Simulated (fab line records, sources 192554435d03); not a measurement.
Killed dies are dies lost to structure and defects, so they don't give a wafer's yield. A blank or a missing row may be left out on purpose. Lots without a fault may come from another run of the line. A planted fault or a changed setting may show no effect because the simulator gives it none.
Problem report in the 8D (eight disciplines) form, filled by code | flow n5_finfet | the parts of the form that need people (team, actions taken, sign-off) are left out

1. THE PROBLEM
killed_at_M0_to_M3 at N5_PASSIVATION_PROBE_49 reads a mean of 93 on 6 wafers of 2 lots; wafers without a fault read 33 with a standard deviation of 9.4. That is +6.3 standard deviations from the usual mean.
First seen on wafer L268.2, day 17 16:24, on prober-01. The record holds 9 wafers of 3 lots with a number at this step. Rule for "out", or "out of limits": more than 4 standard deviations from the usual mean. The other wafers with a number count as sound.

2. WHAT IT IS AND WHAT IT IS NOT
question                    | is                     | is not
which readings at this step | killed_at_M0_to_M3     | killed_at_M4_up, killed_at_contacts, killed_at_front_end, killed_at_other, killed_open, killed_short
which lots                  | L268, L270             | L260
which wafers of those lots  | all that have a number | -
read on which tools         | prober-01              | prober-02
when                        | from day 17 16:24      | up to then (3 sound wafers)

3. SUSPECTS, AND WHAT RULES EACH OUT
Counting: a tool at a process step up to the reading stays a suspect if it ran every lot that is out and no sound lot after the first of them.
- cvd_co-01 at N5_BEOL_M2_CVD_47 (deposits Co from CCTBA/H2, target thk 3 nm, time 223.8 s): kept. It ran every lot that is out, first L268 (day 11 13:46), and no sound lot after that.
- pvd_sputter-03 at N5_PASSIVATION_DEGAS_18 (time 60 s): kept. It ran every lot that is out, first L268 (day 17 10:37), and no sound lot after that.
- pvd_sputter-03 at N5_PASSIVATION_SPUTTER_20 (material TaN, target thk 50 nm): kept. It ran every lot that is out, first L268 (day 17 10:41), and no sound lot after that.
- prober-01 at N5_PASSIVATION_PROBE_49: kept. It ran every lot that is out, first L268 (day 17 16:24), and no sound lot after that. Its own readings are out on those wafers: killed_at_M0_to_M3.
Left after counting: cvd_co-01 at N5_BEOL_M2_CVD_47, pvd_sputter-03 at N5_PASSIVATION_DEGAS_18, pvd_sputter-03 at N5_PASSIVATION_SPUTTER_20, prober-01 at N5_PASSIVATION_PROBE_49.

4. THE CAUSE (what the simulator had put in)
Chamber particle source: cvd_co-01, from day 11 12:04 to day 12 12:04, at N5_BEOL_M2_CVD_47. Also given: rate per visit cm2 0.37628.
Counting left 4 suspects, and this tool is among them.

5. THE CHAIN OF EFFECTS, in route order
Each row: a reading whose mean over the struck wafers that have a number lies more than 3 standard deviations from the usual. Only readings for which the record gives a usual standard deviation are gone through. hours: the time from each lot's start at the first step in this table that gives one to its start at this step, as a median over the lots. sigmas: the change in usual standard deviations.
hours | step                    | reading              | usual  | on struck wafers | change | sigmas
0     | N5_PASSIVATION_PROBE_49 | defect_limited_yield | 91.0 % | 86.2             | -4.8   | -3.2
0     | N5_PASSIVATION_PROBE_49 | killed_at_M0_to_M3   | 33     | 93               | +60    | +6.3
0     | N5_PASSIVATION_PROBE_49 | killed_dies          | 106    | 163              | +57    | +3.2
0     | N5_PASSIVATION_PROBE_49 | sort_bin_5_function  | 5.3 %  | 8.5              | +3.2   | +3.2
0     | N5_PASSIVATION_PROBE_49 | sort_n_pass          | 1074   | 1017             | -57    | -3.2
0     | N5_PASSIVATION_PROBE_49 | sort_yield_pct       | 91.0 % | 86.2             | -4.8   | -3.2
The process steps in it:
- N5_PASSIVATION_PROBE_49

6. WHAT WOULD HAVE CAUGHT IT SOONER
In this record the first reading out of limits was taken at day 17 16:24, 148 hours after the fault began at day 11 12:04.
All the lots that are out (2) had begun N5_BEOL_M2_CVD_47 on cvd_co-01 by day 17 16:24. A hold on the tool at that time would have spared none of them.
